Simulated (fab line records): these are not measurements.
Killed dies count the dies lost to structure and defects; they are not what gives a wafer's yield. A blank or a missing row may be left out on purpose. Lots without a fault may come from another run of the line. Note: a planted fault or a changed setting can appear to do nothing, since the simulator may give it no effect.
A struck lot beside a sound one | flow n5-finfet | 35 steps out of a route of 1938
Sound: wafers L723.1, L723.2, L723.4. Wafers L711.3, L711.4, L711.6 were the ones struck. Last of all comes the cause.
For every step that has rows: the tool of each side, followed by ch and its chambers, followed by its first start. Under that, the readings that differ: sound wafers | struck wafers | difference of the means | sigmas: that difference in standard deviations of wafers without a fault.
alike: a reading whose means differ by less than 2 such deviations, as well as words and numbers matching on both sides. not compared: withheld readings; readings where some wafer has no value; bounds like >300 that might hide an equal value; numbers whose values overlap and for which the record gives no deviation.
A row with sigmas, a row that says differs or no value, or rows on one side alone: a step with any of these is where the two part. Numbers that don't overlap but have no deviation are shown without sigmas and don't part them. A reading missing from all wafers of one side parts the sides only when that side holds two or more wafers.

first, 11 steps without rows for these wafers: N5_MOL_CONTACT_COAG_ETCH_91 (etches SOC in N2/H2, target depth 60 nm, overetch 21 nm, time 101.2 s); N5_MOL_CONTACT_COAG_STRIP_92 (strips in N2/H2); N5_MOL_CONTACT_COAG_STRIP_93 (strips in N2/H2); N5_MOL_CONTACT_COAG_ETCHBACK_135 (etches SiO2 in CHF3, target depth 25 nm, time 16.7 s); N5_MOL_CONTACT_COAG_STRIP_118 (strips in CHF3); N5_MOL_CONTACT_COAG_VIA_ETCH_46 (etches SiO2 in C4F6/O2, target depth 46 nm, overetch 9.2 nm, time 40 s); N5_MOL_CONTACT_COAG_STRIP_96 (strips in N2/H2); N5_MOL_CONTACT_COAG_ETCH_47 (etches SiNx in CH3F/O2, stops on W, target depth 27 nm); N5_MOL_CONTACT_COAG_STRIP_119 (strips in N2/H2, time 30 s); N5_MOL_CONTACT_COAG_PRECLEAN_144 (cleans in alkaline clean, time 60 s); N5_MOL_CONTACT_COAG_SRD_145 (time 30 s).
N5_MOL_CONTACT_COAG_COAT_62: time 60 s, resist thk 60 nm.
  sound on litho-track-03 ch 0, day 10 10:38; struck on litho-track-02 ch 0, day 7 12:13
  reading                                           | sound                | struck               | difference | sigmas
  spin-speed-rpm (rpm)                              | 1500.1 1500.0 1501.7 | 1397.3 1395.7 1397.2 | -103.9     | -99 or more
  model.SOC_of_MOL_CONTACT_COAG_COAT_62.thk-nm (nm) | 60 60.2 60           | 62.2 62 62.2         | +2.1       |
then, 13 steps without rows for these wafers: N5_MOL_CONTACT_COAG_COAT_63 (time 60 s, resist thk 10 nm); N5_MOL_CONTACT_COAG_COAT_64 (time 60 s, resist thk 10 nm); N5_MOL_CONTACT_COAG_COAT_34 (resist thk 40 nm); N5_MOL_CONTACT_COAG_EBR_36; N5_MOL_CONTACT_COAG_SOFTBAKE_35 (time 60 s); N5_MOL_CONTACT_COAG_EXPOSE_37 (exposes mask VD, defocus 0 nm); N5_MOL_CONTACT_COAG_PEB_38 (peb time 60 s); N5_MOL_CONTACT_COAG_DEVELOP_39 (develop time 30 s); N5_MOL_CONTACT_COAG_DESCUM_45 (chemistry O2, time 7 s); N5_MOL_CONTACT_COAG_ETCH_65 (etches underlayer in N2/H2, target depth 13 nm, time 10.4 s); N5_MOL_CONTACT_COAG_ETCH_66 (etches SiARC in CF4, target depth 13 nm, time 21.7 s); N5_MOL_CONTACT_COAG_ALD_133 (deposits SiO2, target thk 5 nm, pulse time 1 s, co reactant pulse time 1 s); N5_MOL_CONTACT_COAG_ETCHBACK_134 (etches SiO2 in CHF3, target depth 10 nm, time 6.7 s).
N5_MOL_CONTACT_COAG_ETCH_67: etches SOC in N2/H2, target depth 60 nm, overetch 21 nm, time 101.2 s.
  sound on rie-diel-06 ch 0,2,3, day 10 11:31; struck on rie-diel-01 ch 0,1,2, day 7 13:09
  reading                  | sound            | struck          | difference | sigmas
  model.etch.depth-nm (nm) | 60.07 60.29 60.1 | 62.1 61.96 62.1 | +1.9       |
  alike: drypump-motor-current-A, oes-product-au, rf-vpp-V, showerhead-plenum-p-Torr, throttle-valve-pct
  not compared: rf-hours-counter-h
then, 6 steps without rows for these wafers: N5_MOL_CONTACT_COAG_STRIP_68 (strips in N2/H2); N5_MOL_CONTACT_COAG_STRIP_69 (strips in N2/H2); N5_MOL_CONTACT_COAG_ETCHBACK_136 (etches SiO2 in CHF3, target depth 25 nm, time 16.7 s); N5_MOL_CONTACT_COAG_STRIP_120 (strips in CHF3); N5_MOL_CONTACT_COAG_VIA_ETCH_117 (etches SiO2 in C4F6/O2, target depth 40 nm, overetch 8 nm, time 26 s); N5_MOL_CONTACT_COAG_ETCH_124 (etches SiNx in CH3F/O2, stops on SiOC, target depth 6.5 nm).
N5_MOL_CONTACT_COAG_ETCH_48: etches SiOC in C4F6/O2, target depth 15 nm, overetch 4.5 nm, time 17 s.
  sound on rie-diel-06 ch 0,2,3, day 10 11:42; struck on rie-diel-01 ch 0,1,2, day 7 13:20
  reading                                           | sound      | struck         | difference | sigmas
  model.SOC_of_MOL_CONTACT_COAG_COAT_62.thk-nm (nm) | 46 46 45.6 | 47.8 47.6 47.6 | +1.8       |
  alike: C4F6_flow_sccm, drypump-motor-current-A, oes_o_777_au, oes-product-au, rf-vpp-V, showerhead-plenum-p-Torr, throttle-valve-pct
  not compared: rf-hours-counter-h
then, 1 step without rows for these wafers: N5_MOL_CONTACT_COAG_STRIP_72 (strips in N2/H2).
-- here the record skips 3 days between the struck wafers' starts before and after, leaving off in module MOL_CONTACT_COAG and picking up in module BEOL_M4 (first step shown: number 1111 of the route) --
N5_BEOL_M4_RC_MEAS_101:
  sound on prober-02 ch 0, day 14 03:02; struck on prober-01 ch 0, day 10 16:35
  reading       | sound          | struck         | difference | sigmas
  DIBL_N (mV/V) | 35.3 36.9 37.5 | 33.2 33.6 32.5 | -3.5       | -3
  SS_P (mV/dec) | 74.0 73.2 74.2 | 72.3 72.2 73.1 | -1.3       | -2
  alike: DIBL_P, IOFF_N, IOFF_P, ION_N, ION_P, SS_N, VT_N, VT_P

## WHERE THEY PART
Earliest at N5_MOL_CONTACT_COAG_COAT_62; latest, in this record, at N5_BEOL_M4_RC_MEAS_101.

WHY: what had been put in by the simulator
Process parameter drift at N5_MOL_CONTACT_COAG_COAT_62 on litho-track-02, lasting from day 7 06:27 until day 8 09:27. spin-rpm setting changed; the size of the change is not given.
